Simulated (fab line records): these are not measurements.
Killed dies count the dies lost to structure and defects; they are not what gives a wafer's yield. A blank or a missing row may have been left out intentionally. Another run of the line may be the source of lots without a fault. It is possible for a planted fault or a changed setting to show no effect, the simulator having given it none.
fab line records ; flow nandHarc
record lots=6; wafers=18; lastDay=33
route steps=1302 shown A_ONON_D1@432 END@1302
lots that met no fault: from a run of the same line without faults
startH: hours from the record's opening day to when the first of the lot's shown wafers began ; waitH: hours elapsed since this lot's preceding step ; " as in the row above ; L1.1+2: a row that stands for several wafers ; - value missing, or start not given ; * or withheld: withheld ; < > ~ a bound
route shown NAME@n: a module of which the file shows steps, and the number in the route of the first ; usual: mean and standard deviation over wafers with no fault ; same: alike in all rows ; chamber/n: place in a boat ; sites: readings site by site ; _std_site: their standard deviation ; _edge_site: mean of outer sites minus mean of inner sites ; radiusMm: for every site, how far away it sits from the centre of the wafer ; mask NAME#n: copy n ; behind: the most recent tool/chamber to have shaped the wafer ; hold: cause of the lot's hold/its duration in hours/its outcome ; device: transistor that didn't switch, given as n, p or np ; end of line: tests run on the same wafers once the route is complete ; step lacking rows: just its recipe ; killed: not the wafer's yield, but the dies lost to structure and defects at the first sort ; map: per-die view of a wafer (x killed, . not killed, _ where there is no die)
set.NAME: the run value of the setting; set.NAME@STEP: its run value at that earlier step ; model.NAME: the simulator's own value behind a step, which no gauge read
certain route steps with their lots: each step a table, each wafer a row
services: from which hour (startH, from the record's first day; less than 0 if before it) a tool's chamber was out of use, for how many hours, and why
## steps
# step NHARC_A_ONON_D1_DEP_12
# recipe targetThkA=10000; n2FlowSccm=2750; n2oFlowSccm=2000; nh3FlowSccm=500; sih4FlowSccm=210; tempC=400
# step NHARC_A_ONON_D1_THK_MEAS_14
# recipe thkMeasGauge=ellipsometry
# usual thkNm=999/12
lot.wafer;tool;chamber;startH;waitH;thkNm
L737.1;filmMetro-01;-;176.83;-;1023
L737.3;filmMetro-01;-;176.83;-;1025
L737.6;filmMetro-01;-;176.83;-;1023
L742.3;filmMetro-02;-;224.77;-;1015
L742.4;filmMetro-02;-;224.77;-;1015
L742.5;filmMetro-02;-;224.77;-;1015
L754.2;filmMetro-01;-;343.70;-;998
L754.3;filmMetro-01;-;343.70;-;998
L754.5;filmMetro-01;-;343.70;-;998
L755.3;filmMetro-01;-;351.93;-;1007
L755.4;filmMetro-01;-;351.93;-;1006
L755.5;filmMetro-01;-;351.93;-;1005
L756.3;filmMetro-02;-;361.34;-;1009
L756.4;filmMetro-02;-;361.34;-;1007
L756.5;filmMetro-02;-;361.34;-;1008
L759.1;filmMetro-01;-;388.13;-;1004
L759.2;filmMetro-01;-;388.13;-;1007
L759.5;filmMetro-01;-;388.13;-;1004
# step NHARC_A_ONON_D1_ANNEAL_15
# recipe tempC=750; timeS=3600
# step NHARC_A_ONON_D1_DEP_16
# recipe targetThkA=10000; n2FlowSccm=2750; n2oFlowSccm=2000; nh3FlowSccm=500; sih4FlowSccm=210; tempC=400
# step NHARC_A_ONON_D1_THK_MEAS_18
# recipe thkMeasGauge=ellipsometry
# usual thkNm=1002/9.1
lot.wafer;tool;chamber;startH;waitH;thkNm
L737.1;filmMetro-02;-;185.57;-;990
L737.3;filmMetro-02;-;185.57;-;989
L737.6;filmMetro-02;-;185.57;-;991
L742.3;filmMetro-02;-;232.84;-;997
L742.4;filmMetro-02;-;232.84;-;996
L742.5;filmMetro-02;-;232.84;-;995
L754.2;filmMetro-02;-;351.81;-;1015
L754.3;filmMetro-02;-;351.81;-;1013
L754.5;filmMetro-02;-;351.81;-;1014
L755.3;filmMetro-01;-;359.67;-;984
L755.4;filmMetro-01;-;359.67;-;982
L755.5;filmMetro-01;-;359.67;-;985
L756.3;filmMetro-01;-;371.05;-;1014
L756.4;filmMetro-01;-;371.05;-;1012
L756.5;filmMetro-01;-;371.05;-;1013
L759.1;filmMetro-01;-;398.80;-;1011
L759.2;filmMetro-01;-;398.80;-;1010
L759.5;filmMetro-01;-;398.80;-;1012
# step NHARC_A_ONON_D1_DEP_19
# recipe targetThkA=10000; n2FlowSccm=2750; n2oFlowSccm=2000; nh3FlowSccm=500; sih4FlowSccm=210; tempC=400
# step NHARC_A_ONON_D1_THK_MEAS_21
# recipe thkMeasGauge=ellipsometry
# usual thkNm=1000/7.2
lot.wafer;tool;chamber;startH;waitH;thkNm
L737.1;filmMetro-01;-;186.16;-;985
L737.3;filmMetro-01;-;186.16;-;986
L737.6;filmMetro-01;-;186.16;-;983
L742.3;filmMetro-02;-;233.41;-;999
L742.4;filmMetro-02;-;233.41;-;1001
L742.5;filmMetro-02;-;233.41;-;1000
L754.2;filmMetro-02;-;352.38;-;1002
L754.3;filmMetro-02;-;352.38;-;1003
L754.5;filmMetro-02;-;352.38;-;1003
L755.3;filmMetro-02;-;360.23;-;996
L755.4;filmMetro-02;-;360.23;-;996
L755.5;filmMetro-02;-;360.23;-;995
L756.3;filmMetro-02;-;371.74;-;995
L756.4;filmMetro-02;-;371.74;-;994
L756.5;filmMetro-02;-;371.74;-;994
L759.1;filmMetro-01;-;399.37;-;1004
L759.2;filmMetro-01;-;399.37;-;1002
L759.5;filmMetro-01;-;399.37;-;1003
# step NHARC_A_ONON_D1_DEP_22
# recipe targetThkA=10000; n2FlowSccm=2750; n2oFlowSccm=2000; nh3FlowSccm=500; sih4FlowSccm=210; tempC=400
# step NHARC_A_ONON_D1_THK_MEAS_24
# recipe thkMeasGauge=ellipsometry
# usual thkNm=1000/11
lot.wafer;tool;chamber;startH;waitH;thkNm
L737.1;filmMetro-01;-;186.73;-;1005
L737.3;filmMetro-01;-;186.73;-;1004
L737.6;filmMetro-01;-;186.73;-;1004
L742.3;filmMetro-02;-;233.98;-;1010
L742.4;filmMetro-02;-;233.98;-;1011
L742.5;filmMetro-02;-;233.98;-;1011
L754.2;filmMetro-02;-;352.95;-;988
L754.3;filmMetro-02;-;352.95;-;991
L754.5;filmMetro-02;-;352.95;-;986
L755.3;filmMetro-02;-;360.80;-;987
L755.4;filmMetro-02;-;360.80;-;987
L755.5;filmMetro-02;-;360.80;-;984
L756.3;filmMetro-01;-;372.31;-;1003
L756.4;filmMetro-01;-;372.31;-;1002
L756.5;filmMetro-01;-;372.31;-;1003
L759.1;filmMetro-01;-;399.95;-;1006
L759.2;filmMetro-01;-;399.95;-;1007
L759.5;filmMetro-01;-;399.95;-;1005
# step NHARC_A_ONON_D1_DEP_25
# recipe targetThkA=10000; n2FlowSccm=2750; n2oFlowSccm=2000; nh3FlowSccm=500; sih4FlowSccm=210; tempC=400
# step NHARC_A_ONON_D1_THK_MEAS_27
# recipe thkMeasGauge=ellipsometry
# usual thkNm=998/8.8
lot.wafer;tool;chamber;startH;waitH;thkNm
L737.1;filmMetro-02;-;187.30;-;995
L737.3;filmMetro-02;-;187.30;-;994
L737.6;filmMetro-02;-;187.30;-;994
L742.3;filmMetro-01;-;234.55;-;1011
L742.4;filmMetro-01;-;234.55;-;1008
L742.5;filmMetro-01;-;234.55;-;1010
L754.2;filmMetro-02;-;353.52;-;999
L754.3;filmMetro-02;-;353.52;-;1001
L754.5;filmMetro-02;-;353.52;-;1001
L755.3;filmMetro-01;-;361.37;-;1000
L755.4;filmMetro-01;-;361.37;-;999
L755.5;filmMetro-01;-;361.37;-;1001
L756.3;filmMetro-01;-;372.88;-;990
L756.4;filmMetro-01;-;372.88;-;990
L756.5;filmMetro-01;-;372.88;-;988
L759.1;filmMetro-01;-;400.51;-;993
L759.2;filmMetro-01;-;400.51;-;991
L759.5;filmMetro-01;-;400.51;-;992
# step NHARC_A_ONON_D1_DEP_28
# recipe targetThkA=10000; n2FlowSccm=2750; n2oFlowSccm=2000; nh3FlowSccm=500; sih4FlowSccm=210; tempC=400
# usual nh3FlowSccm=500.0/1.4; sih4FlowSccm=210.1/0.65
lot.wafer;tool;chamber;startH;waitH;nh3FlowSccm;sih4FlowSccm
L737.1;pecvdOnon-04;0;187.35;0.1;500.1;210.5
L737.3;pecvdOnon-04;0;187.35;0.1;499.5;209.5
L737.6;pecvdOnon-04;0;187.35;0.1;501.6;209.2
L742.3;pecvdOnon-02;0;234.72;0.2;501.1;209.5
L742.4;pecvdOnon-02;0;234.72;0.2;501.4;209.0
L742.5;pecvdOnon-02;0;234.72;0.2;500.8;209.8
L754.2;pecvdOnon-02;0;353.63;0.1;501.3;210.0
L754.3;pecvdOnon-02;0;353.63;0.1;499.9;211.0
L754.5;pecvdOnon-02;0;353.63;0.1;501.1;211.0
L755.3;pecvdOnon-02;0;361.54;0.2;499.0;210.7
L755.4;pecvdOnon-02;0;361.54;0.2;497.6;209.9
L755.5;pecvdOnon-02;0;361.54;0.2;499.2;210.5
L756.3;pecvdOnon-04;0;373.05;0.2;500.9;209.7
L756.4;pecvdOnon-04;0;373.05;0.2;499.5;209.7
L756.5;pecvdOnon-04;0;373.05;0.2;500.2;209.4
L759.1;pecvdOnon-03;0;400.56;0.1;499.9;209.8
L759.2;pecvdOnon-03;0;400.56;0.1;499.8;209.5
L759.5;pecvdOnon-03;0;400.56;0.1;501.0;210.4
# step NHARC_A_ONON_D1_THK_MEAS_30
# recipe thkMeasGauge=ellipsometry
# usual thkNm=998/7
lot.wafer;tool;chamber;startH;waitH;hold;thkNm
L737.1;filmMetro-02;-;187.86;-;-;990
L737.3;filmMetro-02;-;187.86;-;-;989
L737.6;filmMetro-02;-;187.86;-;-;992
L742.3;filmMetro-02;-;235.11;-;-;1006
L742.4;filmMetro-02;-;235.11;-;-;1005
L742.5;filmMetro-02;-;235.11;-;-;1005
L754.2;filmMetro-02;-;354.09;-;awaitDispo/0.2h/release;559
L754.3;filmMetro-02;-;354.09;-;awaitDispo/0.2h/release;558
L754.5;filmMetro-02;-;354.09;-;awaitDispo/0.2h/release;559
L754.2;filmMetro-02;-;354.26;0.2;-;558
L754.3;filmMetro-02;-;354.26;0.2;-;558
L754.5;filmMetro-02;-;354.26;0.2;-;558
L755.3;filmMetro-02;-;361.93;-;awaitDispo/0.2h/release;568
L755.4;filmMetro-02;-;361.93;-;awaitDispo/0.2h/release;567
L755.5;filmMetro-02;-;361.93;-;awaitDispo/0.2h/release;569
L755.3;filmMetro-02;-;362.11;0.2;-;569
L755.4;filmMetro-02;-;362.11;0.2;-;569
L755.5;filmMetro-02;-;362.11;0.2;-;569
L756.3;filmMetro-01;-;373.44;-;-;984
L756.4;filmMetro-01;-;373.44;-;-;983
L756.5;filmMetro-01;-;373.44;-;-;983
L759.1;filmMetro-02;-;401.07;-;-;1005
L759.2;filmMetro-02;-;401.07;-;-;1003
L759.5;filmMetro-02;-;401.07;-;-;1003
# step NHARC_END_SORT_01
# recipe tempC=25
# usual defectLimitedYield=91.3/3; killedAtArray=54/20; killedAtOther=0.7/0.94; killedAtPeriphery=3.8/2.7; killedDies=59/20; killedOpen=3.5/1.9; killedShort=2.5/1.6
# same grossDies=677
lot.wafer;tool;chamber;startH;waitH;defectLimitedYield[%];killedAtArray;killedAtOther;killedAtPeriphery;killedDies;killedOpen;killedShort
L737.1;prober-01;0;586.94;2.5;90.8;57;3;2;62;1;2
L737.3;prober-01;0;588.53;3.1;92.8;48;0;1;49;2;4
L737.6;prober-01;0;590.91;4.0;91.0;58;1;2;61;4;2
L742.3;prober-01;0;618.00;3.1;91.6;53;0;4;57;7;2
L742.4;prober-01;0;618.80;3.4;89.8;67;0;2;69;2;3
L742.5;prober-01;0;619.60;3.7;92.0;53;1;0;54;4;2
L756.3;prober-01;0;763.75;3.1;96.3;24;0;1;25;3;0
L756.4;prober-01;0;764.55;3.4;95.9;27;0;1;28;2;6
L756.5;prober-01;0;765.36;3.7;95.4;28;0;3;31;4;3
L759.1;prober-01;0;794.01;2.5;87.1;81;3;3;87;3;2
L759.2;prober-01;0;794.82;2.8;85.2;90;3;7;100;6;3
L759.5;prober-01;0;797.24;3.7;89.5;65;3;3;71;6;3
# killed by level:class
L737.1 A_SLIT:chamberFilmFlake=27 A_CHANNEL_HOLE_D2:chamberFilmFlake=8 A_M1:chamberFilmFlake=5 A_CHANNEL_HOLE_D1:chamberFilmFlake=4 A_DECK1_JOINT:chamberFilmFlake=4 A_STAIRCASE:chamberFilmFlake=4 A_CHANNEL_FILL_D1:chamberFilmFlake=2 THIN_TSV:chamberFilmFlake=2
L737.3 A_SLIT:chamberFilmFlake=20 A_CHANNEL_HOLE_D2:chamberFilmFlake=8 A_M1:chamberFilmFlake=5 A_CHANNEL_HOLE_D1:chamberFilmFlake=2 A_ONON_D1:geometricParticle:open=1 A_ONON_D2:geometricParticle:short=1 A_CHANNEL_HOLE_D2:geometricParticle:short=1 A_SGD_CUT:geometricParticle:short=1
L737.6 A_SLIT:chamberFilmFlake=26 A_M1:chamberFilmFlake=6 A_CHANNEL_HOLE_D2:chamberFilmFlake=5 A_STAIRCASE:chamberFilmFlake=5 A_WL_FILL:chamberFilmFlake=3 P_M2:chamberFilmFlake=2 A_CHANNEL_HOLE_D1:chamberFilmFlake=2 A_DECK1_JOINT:chamberFilmFlake=2
L742.3 A_CHANNEL_HOLE_D1:chamberFilmFlake=15 A_CHANNEL_HOLE_D2:chamberFilmFlake=10 A_STAIRCASE:chamberFilmFlake=8 A_M1:chamberFilmFlake=5 A_CONTACT:chamberFilmFlake=4 A_M0:geometricParticle:open=3 A_CHANNEL_FILL_D2:chamberFilmFlake=2 P_CONTACT:geometricParticle:open=1
L742.4 A_CHANNEL_HOLE_D1:chamberFilmFlake=34 A_CHANNEL_HOLE_D2:chamberFilmFlake=11 A_CONTACT:chamberFilmFlake=9 A_STAIRCASE:chamberFilmFlake=5 A_CHANNEL_FILL_D2:chamberFilmFlake=2 P_M0:geometricParticle:open=1 P_M0:geometricParticle:short=1 A_CHANNEL_HOLE_D1:geometricParticle:short=1
L742.5 A_CHANNEL_HOLE_D1:chamberFilmFlake=26 A_CHANNEL_HOLE_D2:chamberFilmFlake=8 A_STAIRCASE:chamberFilmFlake=6 A_DECK1_JOINT:chamberFilmFlake=3 A_CHANNEL_FILL_D1:geometricParticle:open=2 A_M0:geometricParticle:open=2 A_M1:chamberFilmFlake=2 A_DECK1_JOINT:geometricParticle:short=1
L756.3 A_CHANNEL_HOLE_D1:chamberFilmFlake=8 A_SGD_CUT:chamberFilmFlake=3 A_SLIT:chamberFilmFlake=3 A_DECK1_JOINT:chamberFilmFlake=2 A_STAIRCASE:chamberFilmFlake=2 A_CONTACT:chamberFilmFlake=2 P_STI:geometricParticle:open=1 A_CHANNEL_HOLE_D1:geometricParticle:open=1
L756.4 A_CHANNEL_HOLE_D1:chamberFilmFlake=12 A_CONTACT:chamberFilmFlake=3 A_STAIRCASE:chamberFilmFlake=2 A_SLIT:chamberFilmFlake=2 P_CONTACT:geometricParticle:short=1 A_CHANNEL_HOLE_D1:geometricParticle:short=1 A_CHANNEL_HOLE_D1:geometricParticle:open=1 A_CHANNEL_FILL_D2:geometricParticle:short=1
L756.5 A_CHANNEL_HOLE_D1:chamberFilmFlake=14 A_SLIT:chamberFilmFlake=6 P_M0:geometricParticle:open=2 A_CHANNEL_FILL_D1:geometricParticle:short=2 A_CHANNEL_HOLE_D1:geometricParticle:short=1 A_CHANNEL_HOLE_D2:geometricParticle:open=1 A_CONTACT:chamberFilmFlake=1 A_M0:geometricParticle:open=1
L759.1 A_SLIT:chamberFilmFlake=33 A_CHANNEL_HOLE_D2:chamberFilmFlake=31 A_WL_FILL:chamberFilmFlake=4 A_STAIRCASE:chamberFilmFlake=3 THIN_TSV:chamberFilmFlake=3 A_CHANNEL_HOLE_D2:geometricParticle:short=2 P_M1:chamberFilmFlake=2 A_CONTACT:chamberFilmFlake=2
L759.2 A_SLIT:chamberFilmFlake=37 A_CHANNEL_HOLE_D2:chamberFilmFlake=37 A_STAIRCASE:chamberFilmFlake=5 A_CHANNEL_HOLE_D1:geometricParticle:open=3 THIN_TSV:chamberFilmFlake=3 P_ZERO_WELL:chamberFilmFlake=2 P_GATE:chamberFilmFlake=2 P_M1:chamberFilmFlake=2
L759.5 A_SLIT:chamberFilmFlake=27 A_CHANNEL_HOLE_D2:chamberFilmFlake=15 A_STAIRCASE:chamberFilmFlake=5 A_WL_FILL:chamberFilmFlake=3 THIN_TSV:chamberFilmFlake=3 A_ONON_D1:geometricParticle:open=2 A_ONON_D1:geometricParticle:short=2 A_DECK1_JOINT:chamberFilmFlake=2
## services
tool;chamber;startH;hours;kind
pecvdOnon-02;-;185.09;13.0;pm
pecvdOnon-03;-;227.00;13.0;pm
pecvdOnon-02;-;290.55;0.7;repair
pecvdOnon-04;-;311.00;13.0;pm
pecvdOnon-02;-;366.09;13.0;pm
pecvdOnon-03;-;368.88;3.4;repair
## key
firstSign step=NHARC_A_ONON_D1_THK_MEAS_30; reading=visit; direction=added
effect step=NHARC_A_ONON_D1_THK_MEAS_30; reading=thkNm; direction=down; sigmas=62; usual=998; struck=563
metAt NHARC_A_ONON_D1_DEP_28
struckWafers L754.2,L754.3,L754.5,L755.3,L755.4,L755.5
scrappedBehind NHARC_A_ONON_D1_THK_MEAS_30 L754.2,L754.3,L754.5,L755.3,L755.4,L755.5
onsetBetween 234.72 353.63
fault kind=processParameterDrift; tool=pecvdOnon-02; chamber=0; onsetH=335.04; steps=NHARC_A_ONON_D1_DEP_28; channel=targetThkA; offset=*; shape=step; endH=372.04; actsIn=*; stated=*
